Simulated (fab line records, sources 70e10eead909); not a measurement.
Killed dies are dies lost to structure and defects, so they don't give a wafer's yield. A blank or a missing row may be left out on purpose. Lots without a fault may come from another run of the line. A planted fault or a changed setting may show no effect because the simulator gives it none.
Which tool did it? | flow nand_harc | 20 lots, 60 wafers sampled, at 6 steps of a route of 1159

WHAT THE GAUGES READ, wafer by wafer
The record holds no reading of a measuring or inspecting step that can be judged against a usual standard deviation.

WHICH TOOL RAN EACH LOT (tool, then ch and the chambers of the sampled wafers, then the start)
lot  | NHARC_A_STAIRCASE_ETCH_234                    | NHARC_A_STAIRCASE_ETCH_452                    | NHARC_A_STAIRCASE_DESCUM_312       | NHARC_A_STAIRCASE_ETCH_313         | NHARC_A_STAIRCASE_STRIP_476        | NHARC_A_STAIRCASE_DEP_322
L074 | rie_diel-05 ch 0,1,2, day 12 00:44 or earlier | rie_diel-05 ch 0,2,3, day 12 00:44 or earlier | rie_diel-13 ch 1,2,3, day 12 00:44 | rie_diel-13 ch 0,1,3, day 12 00:50 | rie_diel-13 ch 0,2,3, day 12 06:20 | pecvd-04 ch 0,1,2, day 13 01:35
L075 | rie_diel-02 ch 0,2,3, day 12 02:50 or earlier | rie_diel-05 ch 0,1,2, day 12 02:50 or earlier | rie_diel-02 ch 1,2,3, day 12 02:50 | rie_diel-02 ch 0,2,3, day 12 02:57 | rie_diel-02 ch 1,2,3, day 12 07:30 | pecvd-02 ch 0,1,2, day 13 01:46
L077 | rie_diel-13 ch 1,2, day 12 08:59 or earlier   | rie_diel-13 ch 1,3, day 12 08:59 or earlier   | rie_diel-02 ch 0,1,2, day 12 08:59 | rie_diel-02 ch 0,1,2, day 12 09:04 | rie_diel-05 ch 0,1, day 12 13:20   | pecvd-02 ch 0,1,2, day 13 09:08
L076 | rie_diel-02 ch 0,1,2, day 12 08:00 or earlier | rie_diel-02 ch 0,1,2, day 12 08:00 or earlier | rie_diel-05 ch 2,3, day 12 08:00   | rie_diel-05 ch 0,1,3, day 12 08:06 | rie_diel-13 ch 1,2,3, day 12 12:04 | pecvd-04 ch 0,1,2, day 13 09:20
L079 | rie_diel-13 ch 1,2, day 12 09:50 or earlier   | rie_diel-05 ch 0,2,3, day 12 09:50 or earlier | rie_diel-13 ch 1,2,3, day 12 09:50 | rie_diel-13 ch 1,3, day 12 09:54   | rie_diel-05 ch 0,2, day 12 13:56   | pecvd-01 ch 1,2, day 13 09:25
L083 | rie_diel-02 ch 1,2,3, day 13 21:54 or earlier | rie_diel-13 ch 0,2,3, day 13 21:54 or earlier | rie_diel-13 ch 0,1,2, day 13 21:54 | rie_diel-13 ch 1,2,3, day 13 22:12 | rie_diel-02 ch 1,2,3, day 14 02:45 | pecvd-01 ch 0,1,2, day 15 00:35
L080 | rie_diel-13 ch 0,2,3, day 13 23:18 or earlier | rie_diel-05 ch 0,1,3, day 13 23:18 or earlier | rie_diel-05 ch 1,2,3, day 13 23:18 | rie_diel-05 ch 0,1,2, day 13 23:27 | rie_diel-02 ch 1,2,3, day 14 03:33 | pecvd-04 ch 0,2, day 15 00:49
L082 | rie_diel-13 ch 2,3, day 14 03:14 or earlier   | rie_diel-13 ch 2,3, day 14 03:14 or earlier   | rie_diel-05 ch 1,3, day 14 03:14   | rie_diel-05 ch 0,1,2, day 14 03:19 | rie_diel-02 ch 0,1,2, day 14 08:47 | pecvd-04 ch 0,1,2, day 15 10:39
L084 | rie_diel-02 ch 1,2,3, day 14 04:21 or earlier | rie_diel-02 ch 0,2,3, day 14 04:21 or earlier | rie_diel-05 ch 0,1,3, day 14 04:21 | rie_diel-05 ch 0,1,3, day 14 04:33 | rie_diel-02 ch 0,1,3, day 14 08:28 | pecvd-01 ch 0,1,2, day 15 10:53
L086 | rie_diel-05 ch 1,2,3, day 15 05:24 or earlier | rie_diel-13 ch 0,1,2, day 15 05:24 or earlier | rie_diel-13 ch 0,2,3, day 15 05:24 | rie_diel-13 ch 2,3, day 15 05:28   | rie_diel-02 ch 0,1, day 15 09:35   | pecvd-02 ch 0,2, day 16 02:44
L087 | rie_diel-02 ch 2,3, day 15 06:24 or earlier   | rie_diel-05 ch 1,2,3, day 15 06:24 or earlier | rie_diel-13 ch 2,3, day 15 06:24   | rie_diel-13 ch 1,2, day 15 06:41   | rie_diel-02 ch 0,1,2, day 15 12:42 | pecvd-04 ch 0,1,2, day 16 02:28
L088 | rie_diel-05 ch 0,1,2, day 15 13:43 or earlier | rie_diel-13 ch 0,1, day 15 13:43 or earlier   | rie_diel-05 ch 0,2,3, day 15 13:43 | rie_diel-05 ch 1,2,3, day 15 13:52 | rie_diel-05 ch 1,2,3, day 15 18:06 | pecvd-02 ch 0,1, day 16 17:01
L091 | rie_diel-02 ch 1,2, day 16 00:25 or earlier   | rie_diel-13 ch 0,2,3, day 16 00:25 or earlier | rie_diel-13 ch 0,1,2, day 16 00:25 | rie_diel-13 ch 0,2,3, day 16 00:29 | rie_diel-02 ch 0,1,3, day 16 06:58 | pecvd-01 ch 0,2, day 17 05:57
L090 | rie_diel-05 ch 2,3, day 16 10:59 or earlier   | rie_diel-13 ch 0,1, day 16 10:59 or earlier   | rie_diel-13 ch 0,1,3, day 16 10:59 | rie_diel-13 ch 0,2,3, day 16 11:05 | rie_diel-02 ch 0,3, day 16 15:02   | pecvd-01 ch 0,2, day 17 13:08
L093 | rie_diel-13 ch 0,1, day 16 12:43 or earlier   | rie_diel-13 ch 0,1,2, day 16 12:43 or earlier | rie_diel-13 ch 2,3, day 16 12:43   | rie_diel-13 ch 0,3, day 16 12:48   | rie_diel-13 ch 0,1,3, day 16 16:51 | pecvd-02 ch 0,2, day 17 13:10
L094 | rie_diel-05 ch 0,1,2, day 16 14:57 or earlier | rie_diel-05 ch 1,3, day 16 14:57 or earlier   | rie_diel-05 ch 1,2,3, day 16 14:57 | rie_diel-05 ch 0,1,2, day 16 15:02 | rie_diel-02 ch 0,3, day 16 19:06   | pecvd-02 ch 0,1, day 17 17:02
L092 | rie_diel-05 ch 0,2,3, day 16 19:11 or earlier | rie_diel-02 ch 0,3, day 16 19:11 or earlier   | rie_diel-13 ch 1,2,3, day 16 19:11 | rie_diel-13 ch 0,2,3, day 16 19:17 | rie_diel-13 ch 0,1, day 16 23:38   | pecvd-01 ch 1,2, day 17 23:11
L096 | rie_diel-05 ch 1,2,3, day 16 22:43 or earlier | rie_diel-05 ch 0,3, day 16 22:43 or earlier   | rie_diel-13 ch 0,1,3, day 16 22:43 | rie_diel-13 ch 0,2,3, day 16 23:17 | rie_diel-02 ch 1,2,3, day 17 03:29 | pecvd-04 ch 0,1,2, day 17 23:22
L095 | rie_diel-05 ch 0,2,3, day 17 03:29 or earlier | rie_diel-05 ch 0,1,2, day 17 03:29 or earlier | rie_diel-05 ch 0,1,2, day 17 03:29 | rie_diel-05 ch 0,1,2, day 17 03:34 | rie_diel-05 ch 1,2,3, day 17 07:37 | pecvd-02 ch 0,1,2, day 17 23:08
L097 | rie_diel-13 ch 0,1,3, day 17 14:59 or earlier | rie_diel-13 ch 0,2, day 17 14:59 or earlier   | rie_diel-02 ch 1,3, day 17 14:59   | rie_diel-02 ch 0,1, day 17 15:04   | rie_diel-13 ch 0,1,3, day 17 19:01 | pecvd-02 ch 0,1,2, day 18 18:41
- NHARC_A_STAIRCASE_ETCH_234: etches the open film in C4F8/O2, target depth 100 nm, time 40.5 s.
- NHARC_A_STAIRCASE_ETCH_452: etches the open film in CF4/O2, target depth 30 nm, overetch 3 nm, time 16.5 s.
- NHARC_A_STAIRCASE_DESCUM_312: chemistry O2, time 3 s.
- NHARC_A_STAIRCASE_ETCH_313: etches the open film in CF4/CHF3.
- NHARC_A_STAIRCASE_STRIP_476: strips in O2, time 20 s.
- NHARC_A_STAIRCASE_DEP_322: deposits SiO2, target thk 3800 nm.

WHAT THE TOOLS THEMSELVES READ (means of the sampled wafers that have a number; where no wafer has one, the mark that the record gives instead)
NHARC_A_STAIRCASE_ETCH_234. Usual: chamber_pressure_mTorr 25.003 mTorr, standard deviation 0.024; oes_product_au 0.936 a.u., standard deviation 0.012; rf_vpp_V 895 V, standard deviation 5.7.
lot  | tool        | chamber_pressure_mTorr (mTorr) | oes_product_au (a.u.) | rf_vpp_V (V) | flag
L074 | rie_diel-05 | 25.006                         | 0.922                 | 896          |
L075 | rie_diel-02 | 25.001                         | 0.953                 | 897          |
L077 | rie_diel-13 | 25.017                         | 0.923                 | 891          |
L076 | rie_diel-02 | 25.023                         | 0.948                 | 901          |
L079 | rie_diel-13 | 24.981                         | 0.925                 | 897          |
L083 | rie_diel-02 | 24.969                         | 0.935                 | 895          |
L080 | rie_diel-13 | 24.993                         | 0.937                 | 894          |
L082 | rie_diel-13 | 24.982                         | 0.946                 | 891          |
L084 | rie_diel-02 | 25.028                         | 0.935                 | 896          |
L086 | rie_diel-05 | 25.005                         | 0.926                 | 896          |
L087 | rie_diel-02 | 24.994                         | 0.942                 | 898          |
L088 | rie_diel-05 | 24.998                         | 0.944                 | 895          |
L091 | rie_diel-02 | 24.982                         | 0.935                 | 899          |
L090 | rie_diel-05 | 25.003                         | 0.942                 | 899          |
L093 | rie_diel-13 | 24.997                         | 0.922                 | 892          |
L094 | rie_diel-05 | 24.998                         | 0.941                 | 894          |
L092 | rie_diel-05 | 25.008                         | 0.936                 | 898          |
L096 | rie_diel-05 | 25.010                         | 0.957                 | 895          |
L095 | rie_diel-05 | 25.023                         | 0.943                 | 897          |
L097 | rie_diel-13 | 25.002                         | 0.929                 | 889          |

NHARC_A_STAIRCASE_ETCH_452. Usual: chamber_pressure_mTorr 30.00 mTorr, standard deviation 0.035; drypump_motor_current_A 5.7 A, standard deviation 0.34; oes_product_au 0.994 a.u., standard deviation 0.011; rf_vpp_V 197.5 V, standard deviation 1.4; showerhead_plenum_p_Torr 1.32 Torr, standard deviation 0.057; throttle_valve_pct 13.398 %, standard deviation 0.009.
lot  | tool        | chamber_pressure_mTorr (mTorr) | drypump_motor_current_A (A) | oes_product_au (a.u.) | rf_vpp_V (V) | showerhead_plenum_p_Torr (Torr) | throttle_valve_pct (%) | flag
L074 | rie_diel-05 | 29.99                          | 5.8                         | 0.993                 | 198.6        | 1.36                            | 13.409                 |
L075 | rie_diel-05 | 30.03                          | 5.8                         | 0.994                 | 198.1        | 1.33                            | 13.399                 |
L077 | rie_diel-13 | 29.98                          | 5.9                         | 0.989                 | 196.0        | 1.25                            | 13.406                 |
L076 | rie_diel-02 | 30.01                          | 5.6                         | 0.998                 | 198.3        | 1.38                            | 13.416                 |
L079 | rie_diel-05 | 30.00                          | 5.7                         | 0.990                 | 198.3        | 1.36                            | 13.402                 |
L083 | rie_diel-13 | 30.03                          | 5.7                         | 0.999                 | 196.6        | 1.32                            | 13.395                 |
L080 | rie_diel-05 | 29.97                          | 5.7                         | 0.997                 | 198.1        | 1.33                            | 13.391                 |
L082 | rie_diel-13 | 30.00                          | 5.8                         | 1.011                 | 197.0        | 1.29                            | 13.401                 |
L084 | rie_diel-02 | 30.01                          | 5.6                         | 0.995                 | 197.3        | 1.34                            | 13.394                 |
L086 | rie_diel-13 | 30.01                          | 5.6                         | 0.992                 | 197.8        | 1.32                            | 13.398                 |
L087 | rie_diel-05 | 30.01                          | 5.5                         | 0.992                 | 197.3        | 1.33                            | 13.394                 |
L088 | rie_diel-13 | 29.99                          | 5.7                         | 0.980                 | 196.9        | 1.27                            | 13.394                 |
L091 | rie_diel-13 | 29.98                          | 5.6                         | 0.990                 | 198.2        | 1.31                            | 13.394                 |
L090 | rie_diel-13 | 29.98                          | 5.7                         | 0.988                 | 197.0        | 1.30                            | 13.399                 |
L093 | rie_diel-13 | 30.00                          | 5.6                         | 0.997                 | 196.9        | 1.31                            | 13.398                 |
L094 | rie_diel-05 | 29.99                          | 5.4                         | 1.010                 | 197.5        | 1.33                            | 13.388                 |
L092 | rie_diel-02 | 29.97                          | 6.1                         | 0.993                 | 199.6        | 1.41                            | 13.394                 |
L096 | rie_diel-05 | 30.02                          | 6.0                         | 1.005                 | 197.0        | 1.34                            | 13.401                 |
L095 | rie_diel-05 | 30.00                          | 5.9                         | 0.998                 | 197.2        | 1.32                            | 13.404                 |
L097 | rie_diel-13 | 29.91                          | 5.5                         | 0.989                 | 197.9        | 1.34                            | 13.398                 |

NHARC_A_STAIRCASE_DESCUM_312. Usual: chamber_pressure_mTorr 60.00 mTorr, standard deviation 0.056; drypump_motor_current_A 5.7 A, standard deviation 0.33; oes_product_au 0.994 a.u., standard deviation 0.012; rf_vpp_V 57.7 V, standard deviation 0.89; showerhead_plenum_p_Torr 1.89 Torr, standard deviation 0.082; throttle_valve_pct 11.310 %, standard deviation 0.0094.
lot  | tool        | chamber_pressure_mTorr (mTorr) | drypump_motor_current_A (A) | oes_product_au (a.u.) | rf_vpp_V (V) | showerhead_plenum_p_Torr (Torr) | throttle_valve_pct (%) | flag
L074 | rie_diel-13 | 59.94                          | 5.7                         | 0.986                 | 57.1         | 1.85                            | 11.324                 |
L075 | rie_diel-02 | 59.97                          | 5.8                         | 0.996                 | 58.5         | 1.92                            | 11.307                 |
L077 | rie_diel-02 | 59.99                          | 5.6                         | 1.002                 | 58.7         | 1.98                            | 11.309                 |
L076 | rie_diel-05 | 60.00                          | 5.4                         | 0.985                 | 59.0         | 1.96                            | 11.309                 |
L079 | rie_diel-13 | 59.95                          | 5.7                         | 0.989                 | 57.9         | 1.84                            | 11.311                 |
L083 | rie_diel-13 | 59.98                          | 5.6                         | 1.007                 | 57.5         | 1.89                            | 11.305                 |
L080 | rie_diel-05 | 59.97                          | 5.5                         | 0.984                 | 57.9         | 1.92                            | 11.305                 |
L082 | rie_diel-05 | 60.00                          | 5.4                         | 0.997                 | 57.4         | 1.92                            | 11.307                 |
L084 | rie_diel-05 | 59.98                          | 5.7                         | 0.992                 | 57.9         | 1.90                            | 11.306                 |
L086 | rie_diel-13 | 60.01                          | 5.7                         | 1.001                 | 56.9         | 1.88                            | 11.318                 |
L087 | rie_diel-13 | 59.99                          | 5.8                         | 0.996                 | 58.4         | 1.84                            | 11.316                 |
L088 | rie_diel-05 | 60.03                          | 5.7                         | 1.000                 | 57.4         | 1.94                            | 11.302                 |
L091 | rie_diel-13 | 60.00                          | 5.6                         | 1.003                 | 57.9         | 1.88                            | 11.313                 |
L090 | rie_diel-13 | 59.98                          | 5.8                         | 0.987                 | 57.4         | 1.81                            | 11.315                 |
L093 | rie_diel-13 | 60.02                          | 5.5                         | 0.998                 | 58.2         | 1.90                            | 11.297                 |
L094 | rie_diel-05 | 59.94                          | 5.5                         | 1.010                 | 57.6         | 1.91                            | 11.319                 |
L092 | rie_diel-13 | 60.05                          | 5.7                         | 0.990                 | 58.0         | 1.83                            | 11.315                 |
L096 | rie_diel-13 | 59.99                          | 5.8                         | 0.984                 | 57.4         | 1.81                            | 11.298                 |
L095 | rie_diel-05 | 60.04                          | 5.9                         | 0.994                 | 58.2         | 1.89                            | 11.311                 |
L097 | rie_diel-02 | 60.03                          | 6.2                         | 0.991                 | 57.8         | 1.96                            | 11.320                 |

NHARC_A_STAIRCASE_ETCH_313. Usual: chamber_pressure_mTorr 25.002 mTorr, standard deviation 0.025; drypump_motor_current_A 5.7 A, standard deviation 0.35; oes_product_au 0.930 a.u., standard deviation 0.02; rf_vpp_V 370.0 V, standard deviation 2.3; showerhead_plenum_p_Torr 1.55 Torr, standard deviation 0.065; throttle_valve_pct 16.801 %, standard deviation 0.0095.
lot  | tool        | chamber_pressure_mTorr (mTorr) | drypump_motor_current_A (A) | oes_product_au (a.u.) | rf_vpp_V (V) | showerhead_plenum_p_Torr (Torr) | throttle_valve_pct (%) | flag
L074 | rie_diel-13 | 25.011                         | 5.8                         | 0.909                 | 368.8        | 1.50                            | 16.801                 |
L075 | rie_diel-02 | 24.998                         | 5.6                         | 0.928                 | 371.4        | 1.59                            | 16.812                 |
L077 | rie_diel-02 | 25.011                         | 5.6                         | 0.962                 | 371.8        | 1.63                            | 16.802                 |
L076 | rie_diel-05 | 24.994                         | 5.7                         | 0.925                 | 370.7        | 1.57                            | 16.805                 |
L079 | rie_diel-13 | 25.003                         | 5.9                         | 0.951                 | 367.0        | 1.47                            | 16.795                 |
L083 | rie_diel-13 | 24.993                         | 5.7                         | 0.917                 | 368.9        | 1.52                            | 16.796                 |
L080 | rie_diel-05 | 24.994                         | 5.9                         | 0.919                 | 370.4        | 1.57                            | 16.795                 |
L082 | rie_diel-05 | 24.995                         | 5.9                         | 0.949                 | 370.3        | 1.56                            | 16.797                 |
L084 | rie_diel-05 | 25.024                         | 5.7                         | 0.952                 | 369.9        | 1.56                            | 16.806                 |
L086 | rie_diel-13 | 25.020                         | 5.6                         | 0.937                 | 370.6        | 1.57                            | 16.795                 |
L087 | rie_diel-13 | 25.006                         | 5.6                         | 0.913                 | 369.2        | 1.52                            | 16.808                 |
L088 | rie_diel-05 | 25.009                         | 5.5                         | 0.956                 | 370.5        | 1.57                            | 16.796                 |
L091 | rie_diel-13 | 25.006                         | 5.6                         | 0.928                 | 369.6        | 1.55                            | 16.806                 |
L090 | rie_diel-13 | 25.002                         | 5.6                         | 0.918                 | 369.8        | 1.55                            | 16.803                 |
L093 | rie_diel-13 | 25.009                         | 5.9                         | 0.913                 | 367.6        | 1.50                            | 16.806                 |
L094 | rie_diel-05 | 24.993                         | 5.9                         | 0.920                 | 369.9        | 1.56                            | 16.802                 |
L092 | rie_diel-13 | 24.992                         | 5.7                         | 0.920                 | 369.6        | 1.55                            | 16.804                 |
L096 | rie_diel-13 | 24.993                         | 5.7                         | 0.927                 | 370.1        | 1.55                            | 16.807                 |
L095 | rie_diel-05 | 24.989                         | 5.9                         | 0.917                 | 369.6        | 1.56                            | 16.803                 |
L097 | rie_diel-02 | 24.992                         | 5.9                         | 0.946                 | 371.4        | 1.58                            | 16.805                 |

NHARC_A_STAIRCASE_STRIP_476. Usual: chamber_pressure_mTorr 60.00 mTorr, standard deviation 0.055; drypump_motor_current_A 5.7 A, standard deviation 0.41; oes_product_au 0.998 a.u., standard deviation 0.01; rf_vpp_V 57.9 V, standard deviation 1; showerhead_plenum_p_Torr 3.54 Torr, standard deviation 0.17; throttle_valve_pct 17.037 %, standard deviation 0.0084.
lot  | tool        | chamber_pressure_mTorr (mTorr) | drypump_motor_current_A (A) | oes_product_au (a.u.) | rf_vpp_V (V) | showerhead_plenum_p_Torr (Torr) | throttle_valve_pct (%) | flag
L074 | rie_diel-13 | 60.04                          | 5.7                         | 1.009                 | 57.4         | 3.49                            | 17.024                 |
L075 | rie_diel-02 | 60.07                          | 5.8                         | 1.001                 | 57.8         | 3.53                            | 17.030                 |
L077 | rie_diel-05 | 60.01                          | 6.1                         | 0.997                 | 58.7         | 3.49                            | 17.036                 |
L076 | rie_diel-13 | 60.02                          | 5.7                         | 0.987                 | 58.6         | 3.41                            | 17.037                 |
L079 | rie_diel-05 | 60.01                          | 5.8                         | 1.000                 | 57.8         | 3.59                            | 17.037                 |
L083 | rie_diel-02 | 59.94                          | 5.8                         | 1.001                 | 57.1         | 3.53                            | 17.045                 |
L080 | rie_diel-02 | 60.00                          | 5.9                         | 0.996                 | 57.1         | 3.53                            | 17.042                 |
L082 | rie_diel-02 | 60.00                          | 5.6                         | 0.997                 | 58.9         | 3.64                            | 17.034                 |
L084 | rie_diel-02 | 60.01                          | 6.0                         | 0.992                 | 57.5         | 3.47                            | 17.036                 |
L086 | rie_diel-02 | 59.99                          | 5.8                         | 0.995                 | 58.0         | 3.58                            | 17.043                 |
L087 | rie_diel-02 | 59.99                          | 5.6                         | 1.003                 | 58.9         | 3.63                            | 17.040                 |
L088 | rie_diel-05 | 60.03                          | 5.6                         | 1.002                 | 57.8         | 3.52                            | 17.031                 |
L091 | rie_diel-02 | 60.01                          | 6.0                         | 0.989                 | 58.4         | 3.64                            | 17.038                 |
L090 | rie_diel-02 | 59.98                          | 6.1                         | 1.006                 | 58.4         | 3.73                            | 17.037                 |
L093 | rie_diel-13 | 60.02                          | 5.8                         | 0.985                 | 57.3         | 3.35                            | 17.034                 |
L094 | rie_diel-02 | 59.98                          | 5.9                         | 1.008                 | 58.7         | 3.66                            | 17.038                 |
L092 | rie_diel-13 | 59.93                          | 5.7                         | 0.984                 | 57.6         | 3.36                            | 17.037                 |
L096 | rie_diel-02 | 60.06                          | 5.8                         | 1.004                 | 57.8         | 3.69                            | 17.029                 |
L095 | rie_diel-05 | 59.97                          | 5.5                         | 1.003                 | 58.4         | 3.51                            | 17.038                 |
L097 | rie_diel-13 | 59.95                          | 5.8                         | 0.990                 | 57.4         | 3.35                            | 17.046                 |

NHARC_A_STAIRCASE_DEP_322. Usual: heater_power_w 696 W, standard deviation 100; mfc_precursor_sccm 200.0 sccm, standard deviation 0.62.
lot  | tool     | heater_power_w (W) | mfc_precursor_sccm (sccm) | flag
L074 | pecvd-04 | 696                | 199.3                     |
L075 | pecvd-02 | 763                | 200.0                     |
L077 | pecvd-02 | 745                | 200.0                     |
L076 | pecvd-04 | 632                | 200.4                     |
L079 | pecvd-01 | 710                | 200.5                     |
L083 | pecvd-01 | 764                | 199.7                     |
L080 | pecvd-04 | 599                | 200.1                     |
L082 | pecvd-04 | 623                | 200.1                     |
L084 | pecvd-01 | 673                | 200.0                     |
L086 | pecvd-02 | 737                | 200.7                     |
L087 | pecvd-04 | 590                | 200.5                     |
L088 | pecvd-02 | 792                | 200.1                     |
L091 | pecvd-01 | 684                | 199.6                     |
L090 | pecvd-01 | 671                | 199.3                     |
L093 | pecvd-02 | 751                | 199.2                     |
L094 | pecvd-02 | 803                | 199.7                     |
L092 | pecvd-01 | 714                | 199.8                     |
L096 | pecvd-04 | 548                | 200.1                     |
L095 | pecvd-02 | 780                | 199.9                     |
L097 | pecvd-02 | 756                | 199.7                     |

THE ANSWER, worked out from the rows above alone
Rule: a lot is off if the mean of its wafers that have a number lies more than 3 standard deviations from the usual mean. A lot without any number at a reading at which 4 lots or more have one is off too. The other lots that the step has rows for count as sound. The gauges are gone through in route order, then the tools' own readings, and for those a lot's mean is taken as printed above. The first step at which some lot is off is used, and at that step the reading that is off furthest; a lot without a number counts as furthest.
No lot is off at any reading shown: from this, nothing can be told.

WHAT THE SIMULATOR HAD PUT IN
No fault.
